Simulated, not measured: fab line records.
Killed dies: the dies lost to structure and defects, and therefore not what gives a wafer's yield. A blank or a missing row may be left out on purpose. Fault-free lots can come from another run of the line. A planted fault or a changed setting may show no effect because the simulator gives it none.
Chamber matching || flow n5Finfet || N5_FIN_CUT_CUT_ETCH_27 on rieDiel-02 has 4 sister chambers
The step etches SiO2 in CHF3/O2, target depth 4 nm, overetch 2 nm, time 4.9 s. 4 wafers are shown with their chamber, then 10 later ones without.

== EACH WAFER AND ITS CHAMBER ==
{"wafer": "L086.4", "chamber": 0, "showerheadPlenumPTorr (Torr)": 2.48}
{"wafer": "L088.6", "chamber": 1, "showerheadPlenumPTorr (Torr)": 2.53}
{"wafer": "L091.1", "chamber": 3, "showerheadPlenumPTorr (Torr)": 2.40}
{"wafer": "L091.4", "chamber": 2, "showerheadPlenumPTorr (Torr)": 2.34}

== WAFERS WITHOUT THEIR CHAMBER ==
{"wafer": "L091.6", "showerheadPlenumPTorr (Torr)": 2.34}
{"wafer": "L095.2", "showerheadPlenumPTorr (Torr)": 2.40}
{"wafer": "L095.3", "showerheadPlenumPTorr (Torr)": 2.33}
{"wafer": "L095.6", "showerheadPlenumPTorr (Torr)": 2.47}
{"wafer": "L096.1", "showerheadPlenumPTorr (Torr)": 2.53}
{"wafer": "L096.2", "showerheadPlenumPTorr (Torr)": 2.33}
{"wafer": "L096.5", "showerheadPlenumPTorr (Torr)": 2.33}
{"wafer": "L097.1", "showerheadPlenumPTorr (Torr)": 2.33}
{"wafer": "L097.4", "showerheadPlenumPTorr (Torr)": 2.53}
{"wafer": "L097.6", "showerheadPlenumPTorr (Torr)": 2.53}

== WHICH CHAMBER EACH ONE RAN IN ==
{"wafer": "L091.6", "from the rows above": 2, "in truth": 2}
{"wafer": "L095.2", "from the rows above": 3, "in truth": 3}
{"wafer": "L095.3", "from the rows above": 2, "in truth": 2}
{"wafer": "L095.6", "from the rows above": 0, "in truth": 0}
{"wafer": "L096.1", "from the rows above": 1, "in truth": 1}
{"wafer": "L096.2", "from the rows above": 2, "in truth": 2}
{"wafer": "L096.5", "from the rows above": 2, "in truth": 2}
{"wafer": "L097.1", "from the rows above": 2, "in truth": 2}
{"wafer": "L097.4", "from the rows above": 1, "in truth": 1}
{"wafer": "L097.6", "from the rows above": 1, "in truth": 1}
10 of 10 placed correctly. Not placeable from these rows: 0. Wrongly placed: 0.
How it was worked out, from the rows above alone: a wafer's distance from a chamber is the root of the sum, over the readings, of the square of ((its reading less the chamber's mean) divided by the reading's scatter). If the next closest chamber is less than 2 further off than the closest, the wafer can't be placed; otherwise it belongs to the closest. The mean given for a chamber averages the wafers shown for that chamber. The scatter: root of mean squared gap, hidden wafer to nearest shown wafer, with one shown wafer a chamber.
